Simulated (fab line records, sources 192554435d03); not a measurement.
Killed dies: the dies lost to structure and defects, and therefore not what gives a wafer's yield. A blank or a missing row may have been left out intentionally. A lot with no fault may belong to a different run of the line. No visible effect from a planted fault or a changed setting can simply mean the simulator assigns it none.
Matching of chambers | flow n5-finfet | pecvd-04 running N5_FIN_SAQP_PECVD_48: 3 sister chambers
The step deposits SiNx from SiH4/NH3/N2, target thk 25 nm, time 22.1 s. 18 wafers are shown with their chamber, then 9 later ones without.

== WAFERS WITH THEIR CHAMBER ==
wafer  | chamber | throttle-valve-pct (%) | heater-power-w (W) | showerhead-plenum-p-Torr (Torr)
L078.1 | 1       | 39.3                   | 546                | 5.125
L078.2 | 0       | 39.7                   | 796                | 5.100
L078.5 | 0       | 39.9                   | 782                | 5.117
L081.2 | 0       | 39.3                   | 694                | 5.111
L081.3 | 1       | 39.4                   | 526                | 5.130
L081.4 | 0       | 39.7                   | 661                | 5.112
L082.3 | 0       | 39.8                   | 730                | 5.100
L082.4 | 0       | 39.7                   | 712                | 5.110
L082.6 | 1       | 39.4                   | 655                | 5.115
L084.2 | 1       | 39.3                   | 611                | 5.119
L084.3 | 0       | 39.9                   | 723                | 5.106
L084.6 | 1       | 39.4                   | 588                | 5.113
L087.1 | 1       | 39.3                   | 609                | 5.115
L087.2 | 0       | 39.6                   | 719                | 5.101
L087.5 | 2       | 40.5                   | 842                | 5.120
L088.1 | 1       | 39.4                   | 584                | 5.123
L088.5 | 2       | 40.5                   | 724                | 5.125
L088.6 | 0       | 39.8                   | 798                | 5.112

SIGNATURES, as means of the wafers listed above
reading                  | chamber 0 | chamber 1 | chamber 2 | scatter within a chamber
throttle-valve-pct       | 39.711    | 39.357    | 40.500    | 0.138
heater-power-w           | 735.00    | 588.43    | 783.00    | 49
showerhead-plenum-p-Torr | 5.10767   | 5.12000   | 5.12250   | 0.00607
Rule: for each reading, subtract the chamber's mean from the wafer's reading, divide by that reading's scatter and square the result; add these up over the readings and take the root, which gives the wafer's distance from the chamber. The wafer belongs to the nearest chamber; if the next one is less than 2 further off, it can't be placed. How the scatter is found: for the shown wafers, subtract from each reading the mean of its chamber, square and add these, divide the total by (wafers less chambers), then take the root.

== WAFERS WITHOUT THEIR CHAMBER ==
wafer  | throttle-valve-pct (%) | heater-power-w (W) | showerhead-plenum-p-Torr (Torr)
L092.2 | 39.8                   | 781                | 5.101
L092.3 | 39.3                   | 640                | 5.100
L092.6 | 39.2                   | 633                | 5.122
L093.2 | 40.6                   | 875                | 5.120
L093.5 | 40.3                   | 852                | 5.128
L093.6 | 39.7                   | 528                | 5.122
L096.3 | 39.6                   | 546                | 5.121
L096.4 | 40.0                   | 758                | 5.092
L096.5 | 39.5                   | 546                | 5.120

== THE CHAMBER EACH PASSED THROUGH ==
wafer  | from the rows above     | in truth
L092.2 | 0                       | 0
L092.3 | can't be placed: 1 or 0 | 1
L092.6 | 1                       | 1
L093.2 | 2                       | 2
L093.5 | 2                       | 2
L093.6 | 1                       | 1
L096.3 | 1                       | 1
L096.4 | 0                       | 0
L096.5 | 1                       | 1
Correctly placed: 8 of 9. Can't be placed from these rows: 1 (the true chamber is among the candidates in 1). 0 placed wrongly.
